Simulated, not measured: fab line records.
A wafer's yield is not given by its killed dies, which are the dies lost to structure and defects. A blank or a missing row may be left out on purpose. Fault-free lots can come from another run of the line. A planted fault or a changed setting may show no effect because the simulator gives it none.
Matching of chambers | flow n5 finfet | N5_ZERO_LAYER_PECVD_02 on pecvd-03: 3 sister chambers
The step deposits SiO2 from SiH4/N2O, target thk 10 nm, time 6 s. 3 wafers are shown with their chamber, then 9 later ones without.

WAFERS PAIRED WITH THEIR CHAMBERS
wafer  | chamber | showerhead plenum p Torr (Torr)
L084.5 | 1       | 7.99
L086.2 | 2       | 8.19
L086.4 | 0       | 8.35

WAFERS MISSING THEIR CHAMBER
wafer  | showerhead plenum p Torr (Torr)
L088.2 | 7.98
L088.5 | 7.99
L088.6 | 8.19
L089.3 | 8.35
L089.4 | 8.35
L089.5 | 8.18
L097.4 | 8.17
L097.5 | 8.36
L097.6 | 7.99

WHICH CHAMBER EACH ONE RAN IN
wafer  | from the rows above | in truth
L088.2 | 1                   | 1
L088.5 | 1                   | 1
L088.6 | 2                   | 2
L089.3 | 0                   | 0
L089.4 | 0                   | 0
L089.5 | 2                   | 2
L097.4 | 2                   | 2
L097.5 | 0                   | 0
L097.6 | 1                   | 1
Correctly placed: 9 of 9. From these rows, 0 cannot be placed. Number placed wrongly: 0.
How it was worked out, from the rows above alone: a wafer's distance from a chamber is the root of the sum, over the readings, of the square of ((its reading less the chamber's mean) divided by the reading's scatter). The wafer belongs to the nearest chamber; if the next one is less than 2 further off, it can't be placed. The mean given for a chamber averages the wafers shown for that chamber. The scatter (one wafer shown for each chamber): square how far every hidden wafer sits from the nearest shown wafer, average those squares and take the square root.
